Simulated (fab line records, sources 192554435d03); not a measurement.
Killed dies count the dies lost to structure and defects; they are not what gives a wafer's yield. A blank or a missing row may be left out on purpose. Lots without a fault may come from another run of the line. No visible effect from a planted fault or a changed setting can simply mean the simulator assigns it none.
Chamber matching :: flow n5_finfet :: 4 sister chambers for N5_FIN_SAQP_ETCH_65 on rie_si-04
The step etches SiO2 in CF4, target depth 4 nm, time 4.4 s. 4 wafers are shown with their chamber, then 11 later ones without.

## WAFERS WITH THEIR CHAMBER
wafer: L078.2
chamber: 1
throttle_valve_pct (%): 21.8

wafer: L082.1
chamber: 0
throttle_valve_pct (%): 21.8

wafer: L082.5
chamber: 3
throttle_valve_pct (%): 22.2

wafer: L093.1
chamber: 2
throttle_valve_pct (%): 21.3

## WAFERS WITHOUT THEIR CHAMBER
wafer: L093.2
throttle_valve_pct (%): 22.2

wafer: L093.3
throttle_valve_pct (%): 21.8

wafer: L093.4
throttle_valve_pct (%): 21.8

wafer: L093.5
throttle_valve_pct (%): 21.3

wafer: L093.6
throttle_valve_pct (%): 21.8

wafer: L096.3
throttle_valve_pct (%): 22.2

wafer: L096.5
throttle_valve_pct (%): 22.3

wafer: L096.6
throttle_valve_pct (%): 21.3

wafer: L097.1
throttle_valve_pct (%): 22.2

wafer: L097.3
throttle_valve_pct (%): 21.8

wafer: L097.5
throttle_valve_pct (%): 21.3

## WHICH CHAMBER EACH ONE RAN IN
wafer: L093.2
from the rows above: 3
in truth: 3

wafer: L093.3
from the rows above: can't be placed: 0 or 1
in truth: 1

wafer: L093.4
from the rows above: can't be placed: 0 or 1
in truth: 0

wafer: L093.5
from the rows above: 2
in truth: 2

wafer: L093.6
from the rows above: can't be placed: 0 or 1
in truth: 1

wafer: L096.3
from the rows above: 3
in truth: 3

wafer: L096.5
from the rows above: 3
in truth: 3

wafer: L096.6
from the rows above: 2
in truth: 2

wafer: L097.1
from the rows above: 3
in truth: 3

wafer: L097.3
from the rows above: can't be placed: 0 or 1
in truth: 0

wafer: L097.5
from the rows above: 2
in truth: 2
Correctly placed: 7 of 11. These rows do not allow placing 4 (true chamber among the candidates in 4). Number placed wrongly: 0.
How it was worked out, from the rows above alone: a wafer's distance from a chamber is the root of the sum, over the readings, of the square of ((its reading less the chamber's mean) divided by the reading's scatter). If the next closest chamber is less than 2 further off than the closest, the wafer can't be placed; otherwise it belongs to the closest. The mean given for a chamber averages the wafers shown for that chamber. The scatter (one wafer shown for each chamber): square how far every hidden wafer sits from the nearest shown wafer, average those squares and take the square root.
